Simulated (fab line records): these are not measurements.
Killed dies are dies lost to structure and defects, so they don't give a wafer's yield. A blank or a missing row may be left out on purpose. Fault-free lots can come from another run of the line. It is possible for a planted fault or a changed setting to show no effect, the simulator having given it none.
A struck lot beside a sound one || flow n5-finfet || 27 out of 1938 route steps
Sound: the wafers L325.1, L325.3, L325.6. Wafers L332.1, L332.3, L332.4 were the ones struck. The cause comes at the end.
At each step with rows: each side's tool, then ch and its chambers, then its first start. Under that, the readings that differ: sound wafers || struck wafers || difference of the means || sigmas: that difference in standard deviations of wafers without a fault.
alike: readings whose means differ by less than 2 such deviations, and words and numbers that are the same on both sides. not compared: withheld readings, readings that some wafer has no value for, bounds like >300 that may hide the same value, and numbers for which the record gives no deviation and whose values overlap.
The two part at a step that has a row with sigmas, a row that says differs or no value, or rows on one side only. Numbers that have no deviation but don't overlap get no sigmas and don't part them. A reading that every wafer of one side lacks parts them only if that side has two wafers or more.

first, 3 steps without rows for these wafers: N5_BEOL_M14_SPUTTER_44 (material Ta, target thk 15 nm, time 24.19 s); N5_BEOL_M14_SPUTTER_45 (material Cu, target thk 100 nm, time 16.67 s); N5_BEOL_M14_ECD_47 (material Cu, target thk 1248 nm).
N5_BEOL_M14_ANNEAL_48: time 90 s.
  sound on rtp-anneal-01 ch 0, day 12 01:54; struck on rtp-anneal-01 ch 0, day 13 21:29
  alike: wafer_temp_C_max
then, 1 step without rows for these wafers: N5_BEOL_M14_CMP_49 (polishes, stops on SiO2, t overpolish 5.2 s, target thk 560 nm).
N5_BEOL_M14_THK_MEAS_50: measures by xrf.
  sound on film-metro-01 at day 12 02:31; struck on film-metro-01 at day 13 22:04
  alike: M14_THK
then, 1 step without rows for these wafers: N5_BEOL_M14_PRE_CLEAN_52 (time 15 s).
N5_BEOL_M14_DEP_53: deposits SiCN from 3MS/NH3, target thk 50 nm, time 17.8 s.
  sound on pecvd-03 ch 0,1, day 12 02:34; struck on pecvd-02 ch 0,1,2, day 13 22:08
  alike: chamber-pressure-Torr, showerhead-plenum-p-Torr, showerhead-vpp-V, throttle-valve-pct
  not compared: since-wet-clean-h
N5_BEOL_M14_RS_MEAS_54: a four-point-probe measurement.
  sound on film-metro-01 at day 12 02:38; struck on film-metro-01 at day 13 22:12
  alike: M14_RS
N5_BEOL_M14_INSPECT_55: inspects for defects (darkfield).
  sound on defect-inspect-01 at day 12 02:40; struck on defect-inspect-01 at day 13 22:13
  alike: raw-defect-count
N5_BEOL_M15_ILD_DEP_00: deposits SiO2 from TEOS/O2, target thk 1629.3 nm, time 346.1 s.
  sound on pecvd-02 ch 0,2, day 12 02:42; struck on pecvd-02 ch 0,1, day 13 22:16
  alike: chamber-pressure-Torr, heater-power-w, showerhead-plenum-p-Torr, showerhead-vpp-V, throttle-valve-pct
  not compared: since-wet-clean-h
N5_BEOL_M15_THK_MEAS_01:
  sound on film-metro-01 at day 12 02:57; struck on film-metro-02 at day 13 22:31
  alike: M15_ILD_THK
N5_BEOL_M15_COAT_58: time 60 s, resist thk 89 nm.
  sound on litho-track-03 ch 0, day 12 02:59; struck on litho-track-05 ch 0, day 13 22:32
{"reading": "spin-speed-rpm (rpm)", "sound": "1500.4 1500.5 1499.0", "struck": "1644.5 1644.3 1645.4", "difference": "+144.8", "sigmas": "+99 or more"}
{"reading": "model.BARC_of_BEOL_M15_COAT_58.thk-nm (nm)", "sound": "89 89.2 89", "struck": "85.4 85.2 85.2", "difference": -3.8, "sigmas": ""}
then, 7 steps without rows for these wafers: N5_BEOL_M15_COAT_04 (resist thk 800 nm); N5_BEOL_M15_EBR_06; N5_BEOL_M15_SOFTBAKE_05 (time 60 s); N5_BEOL_M15_EXPOSE_07 (exposes mask V14); N5_BEOL_M15_PEB_08 (peb time 90 s); N5_BEOL_M15_DEVELOP_09 (develop time 45 s); N5_BEOL_M15_HARDBAKE_14 (time 120 s).
N5_BEOL_M15_CD_MEAS_10 targets a cd of 360 nm.
  sound on cd-sem-02 ch 0, day 12 03:15; struck on cd-sem-03 ch 0, day 13 22:49
  alike: cd-nm
N5_BEOL_M15_OVL_MEAS_11:
  sound on overlay-01 ch 0, day 12 03:17; struck on overlay-01 ch 0, day 13 22:51
  alike: V14_OVL
N5_BEOL_M15_INSPECT_12: inspects for defects (macro).
  sound on defect-inspect-02 at day 12 03:19; struck on defect-inspect-01 at day 13 22:52
  alike: raw-defect-count
N5_BEOL_M15_DESCUM_15: chemistry O2, time 7.9 s.
  sound on rie-diel-05 ch 1,2, day 12 03:20; struck on rie-diel-03 ch 0,3, day 13 22:54
  alike: drypump-motor-current-A, oes-product-au, rf-vpp-V, showerhead-plenum-p-Torr, temp-c, throttle-valve-pct
  not compared: rf-hours-counter-h
N5_BEOL_M15_ETCH_59: etches BARC in N2/H2, target depth 89 nm, overetch 26.7 nm, time 67.9 s.
  sound on rie-diel-05 ch 1,2, day 12 03:23; struck on rie-diel-03 ch 0,3, day 13 22:56
{"reading": "model.etch.depth-nm (nm)", "sound": "89.03 89.14 89.06", "struck": "85.35 85.22 85.2", "difference": -3.82, "sigmas": ""}
  alike: drypump-motor-current-A, oes-product-au, rf-vpp-V, showerhead-plenum-p-Torr, throttle-valve-pct
  not compared: rf-hours-counter-h
N5_BEOL_M15_VIA_ETCH_16: etches SiO2 in C4F8/O2/Ar, target depth 1792.2 nm.
  sound on rie-diel-05 ch 1,2, day 12 03:26; struck on rie-diel-03 ch 0,3, day 13 22:59
  alike: drypump-motor-current-A, oes-product-au, rf-vpp-V, showerhead-plenum-p-Torr, throttle-valve-pct
then, 1 step without rows for these wafers: N5_PASSIVATION_PROBE_49.

WHERE THEY PART
N5_BEOL_M15_COAT_58 only, going by this record. Later steps at which nothing parts them and some readings are alike: N5_BEOL_M15_CD_MEAS_10, N5_BEOL_M15_OVL_MEAS_11, N5_BEOL_M15_INSPECT_12, N5_BEOL_M15_DESCUM_15, N5_BEOL_M15_ETCH_59, N5_BEOL_M15_VIA_ETCH_16.

WHY: what had been put in by the simulator
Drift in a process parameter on litho-track-05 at N5_BEOL_M15_COAT_58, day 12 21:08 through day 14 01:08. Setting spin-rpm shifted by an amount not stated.
